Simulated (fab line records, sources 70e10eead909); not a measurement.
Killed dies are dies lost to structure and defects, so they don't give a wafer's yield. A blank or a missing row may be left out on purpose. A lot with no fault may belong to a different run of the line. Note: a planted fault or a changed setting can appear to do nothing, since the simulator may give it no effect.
Comparing a struck lot with a sound one ; flow nandHarc ; 14 steps out of a route of 1302
Sound: the wafers L576.3, L576.4, L576.5. Struck: wafers L586.1, L586.2, L586.4. The cause is named last.
At each step with rows: each side's tool, then ch and its chambers, then its first start. Under that, the readings that differ: sound wafers ; struck wafers ; difference of the means ; sigmas: that difference in standard deviations of wafers without a fault.
alike: readings with means less than 2 such deviations apart, plus words and numbers identical on both sides. not compared: withheld readings, readings lacking a value on some wafer, bounds such as >300 that could conceal the same value, and numbers that have no deviation in the record and whose values overlap.
A row with sigmas, a row that says differs or no value, or rows on one side alone: a step with any of these is where the two part. Numbers that don't overlap but have no deviation are shown without sigmas and don't part them. A reading that every wafer of one side lacks parts them only if that side has two wafers or more.

first, 8 steps without rows for these wafers: NHARC_A_STAIRCASE_HMDS_210 (time 30 s); NHARC_A_STAIRCASE_COAT_211; NHARC_A_STAIRCASE_SOFTBAKE_212 (time 170 s); NHARC_A_STAIRCASE_EBR_213; NHARC_A_STAIRCASE_EXPOSE_214 (exposes mask STAIR 3); NHARC_A_STAIRCASE_PEB_215 (peb time 130 s); NHARC_A_STAIRCASE_DEVELOP_216 (time 140 s); NHARC_A_STAIRCASE_HARDBAKE_218 (time 140 s).
NHARC_A_STAIRCASE_DESCUM_219: chemistry O2, time 3 s.
  sound on rieDiel-03 ch 0,2, day 16 03:23; struck on rieDiel-11 ch 0,1,2, day 20 06:13
  alike: drypumpMotorCurrentA, oesProductAu, rfVppV, showerheadPlenumPTorr, throttleValvePct
  not compared: rfHoursCounterH
NHARC_A_STAIRCASE_TRIM_220: chemistry O2, time 211.2 s.
  sound on rieDiel-03 ch 1,2, day 16 03:28; struck on rieDiel-11 ch 0,2,3, day 20 06:18
  alike: drypumpMotorCurrentA, oesProductAu, rfVppV, runLengthS, showerheadPlenumPTorr, throttleValvePct
  not compared: rfHoursCounterH
NHARC_A_STAIRCASE_ETCH_221: etches the open film in C4F8/O2, target depth 100 nm, time 40.5 s.
  sound: rieDiel-03 ch 0,1,2; struck: rieDiel-11 ch 0,1,3
  alike: oesProductAu, rfVppV
  not compared: rfHoursCounterH
NHARC_A_STAIRCASE_TRIM_222: chemistry O2, time 211.2 s.
  sound on rieDiel-03 ch 0,2, day 16 04:11; struck on rieDiel-11 ch 0,1,3, day 20 06:32
reading;sound;struck;difference;sigmas
runLengthS (s);232.0 232.8 231.9;377.3 376.1 377.1;+144.6;+99 or more
  alike: drypumpMotorCurrentA, oesProductAu, rfVppV, showerheadPlenumPTorr, throttleValvePct
  not compared: rfHoursCounterH
NHARC_A_STAIRCASE_ETCH_223: etches the open film in C4F8/O2, target depth 100 nm, time 40.5 s.
  sound: rieDiel-03 ch 0,1; struck: rieDiel-11 ch 0,2,3
  alike: oesProductAu, rfVppV
  not compared: rfHoursCounterH
-- break in the record here, with 8 days between the starts of the struck wafers on either side (left off in module A_STAIRCASE, picked up again in module END, where the first step shown is number 1302 on the route) --
NHARC_END_SORT_01:
  sound on prober-01 ch 0, day 25 01:17; struck on prober-02 ch 0, day 28 06:35
reading;sound;struck;difference;sigmas
hold;- - -;awaitDispo/1.3h/scrap awaitDispo/1.3h/scrap awaitDispo/1.3h/scrap;no value on the sound wafers;
killedAtArray;65 55 65;672 667 667;+607;+30
killedDies;72 62 71;677 677 677;+609;+30
  alike: killedAtOther, killedAtPeriphery, killedOpen, killedShort

## WHERE THEY PART
Earliest at NHARC_A_STAIRCASE_TRIM_222; latest, in this record, at NHARC_END_SORT_01.

WHY: whatever the simulator had introduced
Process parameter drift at NHARC_A_STAIRCASE_TRIM_222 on rieDiel-11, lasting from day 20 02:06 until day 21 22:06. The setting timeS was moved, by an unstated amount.
